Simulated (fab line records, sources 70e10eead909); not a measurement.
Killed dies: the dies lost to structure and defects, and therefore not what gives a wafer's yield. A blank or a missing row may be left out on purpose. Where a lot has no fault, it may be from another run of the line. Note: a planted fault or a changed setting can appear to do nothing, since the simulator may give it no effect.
2 desks, one fault -- flow nandHarc -- numbers are kept per desk, each desk with only its own; the story behind them comes last

## THE DEFECT DESK
For each lot, the counts of the inspections along the route, averaged over the sampled wafers that have a number. Any lot whose mean is over 4 standard deviations away from the usual mean is out of limits and marked OUT; that distance is given in the brackets.
Columns: A = rawDefectCount at NHARC_P_STI_INSPECT_25, usual 218
lot,first seen here,A
L647,day 4 17:10,231
L649,day 5 14:55,195
L650,day 6 01:31,193
L651,day 6 18:28,200
L652,day 7 06:02,201
L653,day 7 13:23,268
L654,day 8 02:59,203
L658,day 9 07:14,180
L663,day 11 09:58,209
L664,day 11 20:37,184
L667,day 13 02:36,271
L668,day 13 11:47,312
This desk's finding: nothing out of limits on any of the 12 lots.

## FOR THE TOOL OWNER'S DESK: rieDiel-01
The tool's own readings at NHARC_P_STI_ETCH_42 (etches the open film in N2/H2, target depth 80 nm, overetch 24 nm, time 61 s): means of the sampled wafers that have a number, for each lot that ran on this tool. Any lot whose mean is over 4 standard deviations away from the usual mean is out of limits and marked OUT; that distance is given in the brackets.
Columns: A = drypumpMotorCurrentA at NHARC_P_STI_ETCH_42, usual 5.5 A; B = oesProductAu at NHARC_P_STI_ETCH_42, usual 1.001 a.u.; C = rfVppV at NHARC_P_STI_ETCH_42, usual 430.4 V; D = showerheadPlenumPTorr at NHARC_P_STI_ETCH_42, usual 2.04 Torr; E = throttleValvePct at NHARC_P_STI_ETCH_42, usual 14.171 %
lot,first seen here,A,B,C,D,E
L647,day 3 14:57,5.5,1.000,429.4,2.01,14.169
L649,day 4 10:07,5.0,1.015,432.7,2.12,14.164
L651,day 5 09:40,5.1,1.015,433.1,2.12,14.168
L653,day 6 04:05,5.7,1.002,434.1,2.14,14.173
L654,day 6 17:22,5.5,0.951 (-5.0) OUT,432.1,2.12,14.174
L664,day 10 18:51,5.8,1.001,430.2,2.05,14.167
L668,day 12 08:20,5.3,0.995,432.3,2.07,14.166
This desk's verdict: out of limits on L654, starting with L654 at day 6 17:22 (oesProductAu at NHARC_P_STI_ETCH_42). L647, L649, L651, L653, L664, L668 stayed within limits.

## TAKEN TOGETHER
The tool owner's desk could have raised an alarm at day 6 17:22, on L654.
Nothing out of limits was seen by the defect desk.
The defect desk has L654 on record, within its limits.
Every lot named ran NHARC_P_STI_ETCH_42 on rieDiel-01.

## WHAT THE SIMULATOR HAD PUT IN
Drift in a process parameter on rieDiel-01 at NHARC_P_STI_ETCH_42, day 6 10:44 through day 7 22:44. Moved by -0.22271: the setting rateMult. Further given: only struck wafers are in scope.
Struck lots among those shown: L654.
Delay in hours, fault start to first out-of-limits reading, by desk: the tool owner's desk at 7.
